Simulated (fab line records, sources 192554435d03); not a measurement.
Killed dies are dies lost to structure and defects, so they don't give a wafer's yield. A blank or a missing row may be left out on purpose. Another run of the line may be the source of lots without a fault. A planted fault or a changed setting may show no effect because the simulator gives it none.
Matching of chambers    flow n5_finfet    N5_GATE_CUT_STRIP_59 on rie_diel-06: 4 sister chambers
The step strips in N2/H2, time 20 s. 16 wafers are shown with their chamber, then 8 later ones without.

WAFERS, EACH WITH ITS CHAMBER
wafer   chamber  drypump_motor_current_A (A)  throttle_valve_pct (%)  showerhead_plenum_p_Torr (Torr)
L075.2  0        5.1                          12.1                    3.24
L075.4  3        6.5                          12.1                    3.52
L075.5  1        6.6                          11.8                    3.60
L080.1  0        5.2                          12.1                    3.24
L080.2  3        6.5                          12.1                    3.52
L080.4  2        5.9                          12.6                    3.34
L085.2  3        6.5                          12.1                    3.51
L085.3  0        5.2                          12.1                    3.23
L085.6  0        5.1                          12.2                    3.23
L087.2  2        5.9                          12.6                    3.33
L087.4  3        6.5                          12.1                    3.51
L087.6  0        5.1                          12.1                    3.23
L088.1  3        6.5                          12.1                    3.51
L088.2  0        5.1                          12.1                    3.23
L088.5  2        5.9                          12.6                    3.33
L089.1  1        6.6                          11.8                    3.58

SIGNATURES (averages over the wafers above)
reading                   chamber 0  chamber 1  chamber 2  chamber 3  scatter within a chamber
drypump_motor_current_A   5.133      6.600      5.900      6.500      0.0333
throttle_valve_pct        12.117     11.800     12.600     12.100     0.0264
showerhead_plenum_p_Torr  3.2333     3.5900     3.3333     3.5140     0.00658
Rule: distance of a wafer from a chamber = root of the sum over the readings of ((wafer's reading minus chamber's mean) / reading's scatter) squared. The wafer belongs to the nearest chamber; if the next one is less than 2 further off, it can't be placed. How the scatter is found: for the shown wafers, subtract from each reading the mean of its chamber, square and add these, divide the total by (wafers less chambers), then take the root.

WAFERS WITHOUT THEIR CHAMBER
wafer   drypump_motor_current_A (A)  throttle_valve_pct (%)  showerhead_plenum_p_Torr (Torr)
L089.5  5.2                          12.2                    3.23
L089.6  6.6                          11.9                    3.58
L092.1  5.1                          12.2                    3.22
L092.2  6.6                          11.9                    3.58
L092.5  5.2                          12.2                    3.22
L097.1  6.5                          12.2                    3.50
L097.4  6.5                          12.2                    3.50
L097.5  6.6                          11.9                    3.57

EACH ONE'S CHAMBER
wafer   from the rows above  in truth
L089.5  0                    0
L089.6  1                    1
L092.1  0                    0
L092.2  1                    1
L092.5  0                    0
L097.1  3                    3
L097.4  3                    3
L097.5  1                    1
Correctly placed: 8 of 8. Can't be placed from these rows: 0. Wrongly placed: 0.
